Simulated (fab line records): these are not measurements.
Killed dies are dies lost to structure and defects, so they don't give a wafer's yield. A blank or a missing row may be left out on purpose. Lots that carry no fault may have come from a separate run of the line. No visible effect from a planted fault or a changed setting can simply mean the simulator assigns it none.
Which tool was responsible? ; flow nandHarc ; 7 lots, 21 wafers sampled, at 1 step of a route of 1159

WHAT EACH GAUGE READ, for each wafer
NHARC_A_SLIT_CD_MEAS_09: the cd target is 300 nm.
lot;measured;on;cdNm (nm)
L800;day 14 21:55;cdSem-02;300.3 299.9 300.2
L801;day 15 07:32;cdSem-02;300.1 300.0 300.3
L805;day 16 03:05;cdSem-02;300.4 300.6 300.5
L806;day 16 17:37;cdSem-03;300.1 299.9 300.1
L809;day 17 09:28;cdSem-02;300.2 299.3 300.3
L811;day 17 20:06;cdSem-02;300.5 299.8 300.4
L817;day 19 05:44;cdSem-03;300.7 300.5 299.4

WHICH TOOL RAN EACH LOT (tool, then ch and the chambers of the sampled wafers, then the start)
Record: no process step prior to these readings.

THE ANSWER, worked out from the rows above alone
Rule: usual is defined by the lots themselves. Put in order of their means at a reading, lots are off if they are a third of the lots or fewer, leave a main group of 4 or more, and stand apart from it by a gap of 3 or more times the standard deviation of the main group's means; of several such gaps the widest counts. A main group whose means are all the same, to the digits that the tables above print for the reading, isn't used. Also off: a lot with no number at a reading for which 4 or more lots have one. All remaining lots with rows at the step are treated as sound.
Across all readings shown, no lot is off: no conclusion can be drawn from this.

WHAT HAD BEEN PUT IN BY THE SIMULATOR
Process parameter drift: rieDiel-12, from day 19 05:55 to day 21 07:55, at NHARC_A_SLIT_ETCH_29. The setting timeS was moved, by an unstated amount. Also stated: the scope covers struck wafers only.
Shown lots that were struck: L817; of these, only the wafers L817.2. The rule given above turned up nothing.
